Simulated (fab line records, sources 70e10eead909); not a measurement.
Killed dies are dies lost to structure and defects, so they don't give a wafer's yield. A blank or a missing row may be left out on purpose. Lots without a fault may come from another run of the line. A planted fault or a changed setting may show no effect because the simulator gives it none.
A struck lot beside a sound one | flow nand_harc | 14 steps out of a route of 1302
Sound: wafers L988.1, L988.2, L988.6. Struck: wafers L100.2, L100.4, L100.5. The cause comes at the end.
At each step with rows: each side's tool, then ch and its chambers, then its first start. Under that, the readings that differ: sound wafers | struck wafers | difference of the means | sigmas: that difference in standard deviations of wafers without a fault.
alike: readings whose means differ by less than 2 such deviations, and words and numbers that are the same on both sides. not compared: withheld readings, readings that some wafer has no value for, bounds like >300 that may hide the same value, and numbers for which the record gives no deviation and whose values overlap.
The two part at a step that has a row with sigmas, a row that says differs or no value, or rows on one side only. Numbers that don't overlap but have no deviation are shown without sigmas and don't part them. A reading that every wafer of one side lacks parts them only if that side has two wafers or more.

first, 4 steps without rows for these wafers: NHARC_A_DECK1_JOINT_CURE_26 (time 32 s); NHARC_A_DECK1_JOINT_ANNEAL_27 (time 3600 s); NHARC_A_DECK1_JOINT_ANNEAL_28 (time 1800 s); NHARC_A_DECK1_JOINT_ANNEAL_29 (time 1800 s).
NHARC_A_DECK1_JOINT_CMP_02: polishes SiOx.
  sound on cmp-01 ch 0,2,3, day 15 03:33; struck on cmp-01 ch 1,2, day 20 00:10
  alike: motor_current_A
then, 1 step without rows for these wafers: NHARC_A_DECK1_JOINT_SRD_15.
NHARC_A_DECK1_JOINT_DEP_16: deposits SiO2, target thk 45 nm.
  sound on pecvd-04 ch 0,1,2, day 15 03:53; struck on pecvd-01 ch 0,1,2, day 20 00:34
  alike: chamber_pressure_Torr, heater_power_w, throttle_valve_pct
  not compared: since_wet_clean_h
NHARC_A_DECK1_JOINT_THK_MEAS_17: measures by ellipsometry.
  sound on film_metro-02, day 15 04:10; struck on film_metro-02, day 20 00:50
  alike: thk_nm
NHARC_A_DECK1_JOINT_INSPECT_05:
  sound on defect_inspect-01, day 15 04:12; struck on defect_inspect-01, day 20 00:52
  alike: raw_defect_count
then, 1 step without rows for these wafers: NHARC_A_ONON_D2_DEP_00 (target thk 1000 nm).
NHARC_A_ONON_D2_THK_MEAS_02: measures by ellipsometry.
  sound on film_metro-01, day 15 04:47; struck on film_metro-01, day 20 01:27
  reading     | sound          | struck      | difference | sigmas
  thk_nm (nm) | 1001 1001 1001 | 975 978 978 | -24        | -2
NHARC_A_ONON_D2_DEP_03: target thk 1000 nm.
  sound on pecvd_onon-04 ch 0, day 15 04:50; struck on pecvd_onon-04 ch 0, day 20 01:34
  alike: n2_flow_sccm, sih4_flow_sccm
NHARC_A_ONON_D2_THK_MEAS_05: measures by ellipsometry.
  sound on film_metro-01, day 15 05:21; struck on film_metro-01, day 20 02:11
  reading     | sound       | struck      | difference | sigmas
  thk_nm (nm) | 990 990 991 | 584 584 584 | -406       | -37
  not compared: hold
-- the record jumps here: 12 days lie between the struck wafers' starts before and after (it left off in module A_ONON_D2 and takes up again in module END, whose first step shown is number 1302 of the route) --
NHARC_END_SORT_01:
  sound on prober-02 ch 0, day 27 02:44; struck on prober-01 ch 0, day 32 08:13
  reading         | sound    | struck                                                               | difference                   | sigmas
  hold            | - - -    | await_dispo/4.2h/scrap await_dispo/4.2h/scrap await_dispo/4.2h/scrap | no value on the sound wafers |
  killed_at_array | 55 52 85 | 676 675 672                                                          | +610                         | +29
  killed_dies     | 59 56 87 | 677 677 677                                                          | +610                         | +29
  alike: killed_at_other, killed_at_periphery, killed_open, killed_short

WHERE THEY PART
First at NHARC_A_ONON_D2_THK_MEAS_02; last, within this record, at NHARC_END_SORT_01.

WHY: what the simulator had put in
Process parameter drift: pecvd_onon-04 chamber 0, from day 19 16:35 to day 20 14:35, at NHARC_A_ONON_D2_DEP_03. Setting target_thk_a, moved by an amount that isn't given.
